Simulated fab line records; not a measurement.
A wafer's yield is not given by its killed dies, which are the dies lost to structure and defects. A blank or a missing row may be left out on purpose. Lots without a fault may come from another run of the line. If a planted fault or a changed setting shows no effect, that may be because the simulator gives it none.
Which of the tools did it? -- flow n5Finfet -- 10 lots with 25 wafers sampled at 6 steps, on a route of 1938 steps

WHAT EACH GAUGE READ, for each wafer
N5_HKMG_FIN_INSPECT_14: inspects for defects (macro).
lot,measured,on,rawDefectCount
L198,day 4 05:16,defectInspect-01,2 1 2
L199,day 4 14:00,defectInspect-02,3 2 1
L200,day 4 15:07,defectInspect-01,0 1
L208,day 6 18:31,defectInspect-02,1 >300 >300
L211,day 7 15:19,defectInspect-01,3 1
L212,day 7 16:50,defectInspect-02,2 1 1
L213,day 7 19:46,defectInspect-01,1 3
L216,day 8 14:27,defectInspect-01,2 4
L220,day 9 21:04,defectInspect-02,0 2 1
L221,day 9 22:25,defectInspect-02,0 4

N5_BEOL_M4_RC_MEAS_101.
lot,measured,on,DIBL_N (mV/V),DIBL_P (mV/V),IOFF_N (nA/um),IOFF_P (nA/um),ION_N (uA/um),ION_P (uA/um),SS_N (mV/dec),SS_P (mV/dec),VT_N (mV),VT_P (mV)
L198,day 7 17:58,prober-02,32.5 34.3 35.5,34.3 35.3 36.1,0.114 0.124 0.148,0.16 0.17 0.19,661 671 671,455 459 457,71.2 71.5 72.2,72.2 72.8 73.0,252 251 248,-255 -252 -252
L199,day 8 00:58,prober-02,38.5 36.1 36.6,37.8 35.7 36.2,0.187 0.158 0.158,0.21 0.18 0.18,682 674 679,458 456 460,71.5 71.3 71.3,73.8 73.2 73.7,246 247 248,-252 -253 -253
L200,day 8 07:28,prober-01,36.3 35.4,36.5 36.5,0.166 0.161,0.22 0.21,681 682,471 468,72.3 72.3,73.6 72.4,250 246,-249 -252
L208,day 10 11:14,prober-02,32.8 35.2 35.2,32.7 34.5 36.2,0.098 0.137 0.135,0.14 0.15 0.18,642 668 683,443 450 463,70.1 71.6 70.9,72.1 71.6 72.6,258 250 252,-257 -257 -253
L211,day 11 10:50,prober-02,36.5 37.8,35.3 36.9,0.171 0.193,0.25 0.27,693 691,481 480,72.3 72.7,73.4 74.0,246 246,-245 -246
L212,day 11 08:19,prober-02,36.5 36.7 38.2,37.7 37.9 39.8,0.165 0.153 0.193,0.19 0.19 0.23,676 670 677,454 458 462,72.8 71.7 71.7,72.5 73.7 73.6,252 251 246,-251 -252 -251
L213,day 11 13:23,prober-01,34.1 37.0,36.0 38.6,0.121 0.166,0.21 0.26,667 679,466 474,70.9 72.2,73.4 74.2,255 252,-247 -245
L216,day 12 08:28,prober-01,37.2 37.4,37.6 36.7,0.184 0.170,0.22 0.21,696 676,467 463,72.2 71.3,74.1 73.6,248 248,-251 -248
L220,day 13 15:16,prober-01,32.7 35.5 33.7,32.4 37.1 34.0,0.120 0.155 0.130,0.14 0.19 0.16,667 666 675,453 458 455,71.0 71.5 70.1,72.6 73.3 72.8,255 254 254,-255 -253 -254
L221,day 14 08:32,prober-01,36.5 41.0,35.5 40.2,0.142 0.249,0.22 0.32,667 689,466 478,71.1 72.7,72.7 74.6,250 242,-247 -245

TOOL THAT RAN EACH LOT (tool first, then ch and the chambers of the sampled wafers, then the start)
lot,N5_HKMG_FIN_STRIP_57,N5_HKMG_FIN_STRIP_93,N5_HKMG_FIN_ALD_36,N5_HKMG_FIN_ETCH_32
L198,"rieDiel-02 ch 0,2,3, day 4 02:15","rieDiel-02 ch 0,2,3, day 4 02:42","aldMetal-03 ch 0,2,3, day 4 04:11","rieDiel-01 ch 1,2, day 4 05:23"
L199,"rieDiel-05 ch 1,3, day 4 10:46","rieDiel-05 ch 1,3, day 4 11:13","aldMetal-01 ch 2,3, day 4 12:55","rieDiel-02 ch 0,1,3, day 4 14:07"
L200,"rieDiel-01 ch 2,3, day 4 11:41","rieDiel-01 ch 2,3, day 4 12:08","aldMetal-02 ch 0,3, day 4 13:55","rieDiel-02 ch 0,3, day 4 15:14"
L208,"rieDiel-02 ch 2,3, day 6 15:24","rieDiel-02 ch 2,3, day 6 15:51","aldMetal-03 ch 1,3, day 6 17:19","rieDiel-01 ch 1,3, day 6 18:39"
L211,"rieDiel-05 ch 1,2, day 7 12:16","rieDiel-05 ch 1,2, day 7 12:43","aldMetal-02 ch 1,3, day 7 14:07","rieDiel-05 ch 0,2, day 7 15:27"
L212,"rieDiel-01 ch 0,2,3, day 7 13:34","rieDiel-01 ch 0,2,3, day 7 14:01","aldMetal-03 ch 0,3, day 7 15:37","rieDiel-05 ch 0,1,3, day 7 16:58"
L213,"rieDiel-01 ch 1,2, day 7 16:50","rieDiel-01 ch 1,2, day 7 17:17","aldMetal-02 ch 2, day 7 18:41","rieDiel-01 ch 2, day 7 19:54"
L216,"rieDiel-05 ch 1, day 8 11:29","rieDiel-05 ch 1,3, day 8 11:56","aldMetal-02 ch 0,1, day 8 13:22","rieDiel-05 ch 0,3, day 8 14:35"
L220,"rieDiel-05 ch 1,2,3, day 9 18:00","rieDiel-05 ch 1,2,3, day 9 18:27","aldMetal-01 ch 0,2,3, day 9 19:52","rieDiel-02 ch 0,1,3, day 9 21:24"
L221,"rieDiel-01 ch 0,2, day 9 19:18","rieDiel-01 ch 0,2, day 9 19:45","aldMetal-01 ch 0,2, day 9 21:11","rieDiel-02 ch 3, day 9 22:35"
- N5_HKMG_FIN_STRIP_57: strips in CF4.
- N5_HKMG_FIN_STRIP_93: strips SOC in N2/H2, time 20 s.
- N5_HKMG_FIN_ALD_36: deposits TiN, target thk 1 nm, pulse time 1 s, purge time 3 s.
- N5_HKMG_FIN_ETCH_32: etches SOC in N2/H2, target depth 240 nm, time 300 s.

WHAT THE TOOLS THEMSELVES READ (means of the sampled wafers that have a number; where no wafer has one, the mark that the record gives instead)
N5_HKMG_FIN_STRIP_57.
lot,tool,drypumpMotorCurrentA (A),oesProductAu (a.u.),rfVppV (V),showerheadPlenumPTorr (Torr),throttleValvePct (%)
L198,rieDiel-02,5.9,0.78,271.2,1.78,13.66
L199,rieDiel-05,6.1,0.80,271.7,1.82,13.65
L200,rieDiel-01,5.7,0.85,271.6,1.77,13.45
L208,rieDiel-02,5.7,0.79,271.8,1.83,13.62
L211,rieDiel-05,5.5,0.80,271.1,1.80,13.57
L212,rieDiel-01,5.5,0.80,270.8,1.78,13.52
L213,rieDiel-01,5.3,0.73,271.4,1.78,13.87
L216,rieDiel-05,5.7,0.74,270.8,1.79,13.72
L220,rieDiel-05,5.8,0.78,271.6,1.81,13.66
L221,rieDiel-01,5.2,0.75,270.2,1.75,13.73

N5_HKMG_FIN_STRIP_93.
lot,tool,drypumpMotorCurrentA (A),oesProductAu (a.u.),rfVppV (V),showerheadPlenumPTorr (Torr),throttleValvePct (%)
L198,rieDiel-02,5.9,0.78,53.7,3.33,19.3
L199,rieDiel-05,6.1,0.80,53.7,3.39,18.8
L200,rieDiel-01,5.7,0.85,54.8,3.34,19.3
L208,rieDiel-02,5.7,0.82,55.2,3.44,19.5
L211,rieDiel-05,5.5,0.80,54.9,3.37,18.8
L212,rieDiel-01,5.5,0.81,53.6,3.35,19.2
L213,rieDiel-01,5.2,0.74,54.7,3.33,19.1
L216,rieDiel-05,6.1,0.77,55.3,3.36,18.9
L220,rieDiel-05,5.8,0.79,54.5,3.36,18.8
L221,rieDiel-01,5.2,0.76,53.5,3.30,19.1

N5_HKMG_FIN_ALD_36.
lot,tool,heaterPowerOuterW (W),heaterPowerW (W),precursorPulseHeightRel
L198,aldMetal-03,480,792,1.028
L199,aldMetal-01,573,918,0.994
L200,aldMetal-02,532,863,1.000
L208,aldMetal-03,519,860,0.992
L211,aldMetal-02,554,796,0.992
L212,aldMetal-03,519,836,0.981
L213,aldMetal-02,486,812,0.997
L216,aldMetal-02,532,826,0.998
L220,aldMetal-01,549,887,1.008
L221,aldMetal-01,512,831,0.992

N5_HKMG_FIN_ETCH_32.
lot,tool,drypumpMotorCurrentA (A),oesProductAu (a.u.),rfVppV (V),showerheadPlenumPTorr (Torr),throttleValvePct (%)
L198,rieDiel-01,5.3,0.78,523.0,2.51,18.08
L199,rieDiel-02,5.9,0.81,524.2,2.56,17.95
L200,rieDiel-02,5.7,0.84,525.1,2.58,17.91
L208,rieDiel-01,5.6,0.77,526.0,2.60,17.93
L211,rieDiel-05,5.6,0.84,524.6,2.57,17.91
L212,rieDiel-05,6.0,0.78,524.7,2.55,17.93
L213,rieDiel-01,5.2,0.77,521.8,2.45,18.17
L216,rieDiel-05,6.1,0.79,523.9,2.57,18.00
L220,rieDiel-02,5.9,0.76,524.1,2.54,18.03
L221,rieDiel-02,5.4,0.74,524.0,2.54,18.21

THE ANSWER, worked out from the rows above alone
Rule: the usual values come from the lots themselves. Put in order of their means at a reading, lots are off if they are a third of the lots or fewer, leave a main group of 4 or more, and stand apart from it by a gap of 3 or more times the standard deviation of the main group's means; of several such gaps the widest counts. A main group is skipped when, at the precision printed for the reading in the tables above, its means are all equal. Also off: a lot with no number at a reading for which 4 or more lots have one. The other lots that the step has rows for count as sound. Order of review: gauges by route order, followed by the tools' own readings, for which a lot's mean as printed above is used. The first step at which some lot is off is used, and at that step the reading that is off furthest; a lot without a number counts as furthest.
No lot is off at any reading shown: from this, nothing can be told.

WHAT THE SIMULATOR HAD INSERTED
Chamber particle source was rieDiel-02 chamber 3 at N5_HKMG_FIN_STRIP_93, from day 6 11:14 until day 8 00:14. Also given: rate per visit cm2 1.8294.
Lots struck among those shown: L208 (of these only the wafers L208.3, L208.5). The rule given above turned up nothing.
